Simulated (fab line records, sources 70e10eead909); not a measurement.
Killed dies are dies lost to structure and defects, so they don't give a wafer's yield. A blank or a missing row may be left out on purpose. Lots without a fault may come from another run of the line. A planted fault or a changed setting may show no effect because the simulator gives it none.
Which tool did it? | flow nand_harc | 11 lots, 33 wafers sampled, at 4 steps of a route of 1302

WHAT THE GAUGES READ, wafer by wafer
NHARC_A_CHANNEL_HOLE_D2_INSPECT_40.
lot  | measured     | on                | raw_defect_count
L195 | day 14 03:03 | defect_inspect-02 | 277 470 235
L197 | day 14 14:21 | defect_inspect-01 | 415 413 275
L198 | day 15 04:35 | defect_inspect-01 | 403 455 482
L200 | day 15 22:08 | defect_inspect-01 | 221 120 135
L202 | day 16 06:06 | defect_inspect-02 | 208 253 212
L201 | day 16 08:38 | defect_inspect-02 | 301 261 346
L205 | day 17 19:44 | defect_inspect-02 | 205 273 209
L207 | day 19 08:15 | defect_inspect-02 | 217 244 205
L209 | day 19 12:17 | defect_inspect-02 | 648 651 553
L208 | day 20 01:36 | defect_inspect-01 | 652 661 625
L210 | day 20 09:50 | defect_inspect-01 | 711 663 704

WHICH TOOL RAN EACH LOT (tool, then ch and the chambers of the sampled wafers, then the start)
lot  | NHARC_A_CHANNEL_HOLE_D2_ETCH_19  | NHARC_A_CHANNEL_HOLE_D2_ETCH_44    | NHARC_A_CHANNEL_HOLE_D2_XSEM_32
L195 | har_etch-02 ch 0,1, day 13 21:20 | rie_diel-08 ch 1,2, day 14 02:04   | xsem-02 ch 0, day 14 02:58
L197 | har_etch-02 ch 0,1, day 14 08:39 | rie_diel-06 ch 1,2,3, day 14 13:22 | xsem-02 ch 0, day 14 14:15
L198 | har_etch-02 ch 0,1, day 14 22:54 | rie_diel-10 ch 0,3, day 15 03:37   | xsem-01 ch 0, day 15 04:29
L200 | har_etch-01 ch 0,1, day 15 16:23 | rie_diel-10 ch 0,2,3, day 15 21:09 | xsem-02 ch 0, day 15 22:02
L202 | har_etch-01 ch 0,1, day 16 00:24 | rie_diel-10 ch 0,2,3, day 16 05:07 | xsem-02 ch 0, day 16 06:00
L201 | har_etch-02 ch 0,1, day 16 02:57 | rie_diel-06 ch 1,2,3, day 16 07:40 | xsem-01 ch 0, day 16 08:32
L205 | har_etch-02 ch 0,1, day 17 14:02 | rie_diel-10 ch 0,1,3, day 17 18:45 | xsem-01 ch 0, day 17 19:38
L207 | har_etch-02 ch 0,1, day 19 02:25 | rie_diel-10 ch 0,1,3, day 19 07:10 | xsem-01 ch 0, day 19 08:10
L209 | har_etch-02 ch 0,1, day 19 06:34 | rie_diel-08 ch 0,1,2, day 19 11:17 | xsem-02 ch 0, day 19 12:11
L208 | har_etch-02 ch 0,1, day 19 19:46 | rie_diel-08 ch 0,2,3, day 20 00:31 | xsem-01 ch 0, day 20 01:31
L210 | har_etch-02 ch 0,1, day 20 04:07 | rie_diel-10 ch 1,2,3, day 20 08:52 | xsem-01 ch 0, day 20 09:44
- NHARC_A_CHANNEL_HOLE_D2_ETCH_19: etches the open film in C4F8/O2/Ar, time 34.5 s.
- NHARC_A_CHANNEL_HOLE_D2_ETCH_44: etches the open film in CF4/O2, target depth 140 nm, overetch 14 nm, time 77 s.
- NHARC_A_CHANNEL_HOLE_D2_XSEM_32

THE ANSWER, worked out from the rows above alone
Rule: what is usual is taken from the lots themselves. Put in order of their means at a reading, lots are off if they are a third of the lots or fewer, leave a main group of 4 or more, and stand apart from it by a gap of 3 or more times the standard deviation of the main group's means; of several such gaps the widest counts. A main group whose means are all the same, to the digits that the tables above print for the reading, isn't used. A lot without any number at a reading at which 4 lots or more have one is off too. The other lots that the step has rows for count as sound.
No lot is off at any reading shown: from this, nothing can be told.

WHAT THE SIMULATOR HAD PUT IN
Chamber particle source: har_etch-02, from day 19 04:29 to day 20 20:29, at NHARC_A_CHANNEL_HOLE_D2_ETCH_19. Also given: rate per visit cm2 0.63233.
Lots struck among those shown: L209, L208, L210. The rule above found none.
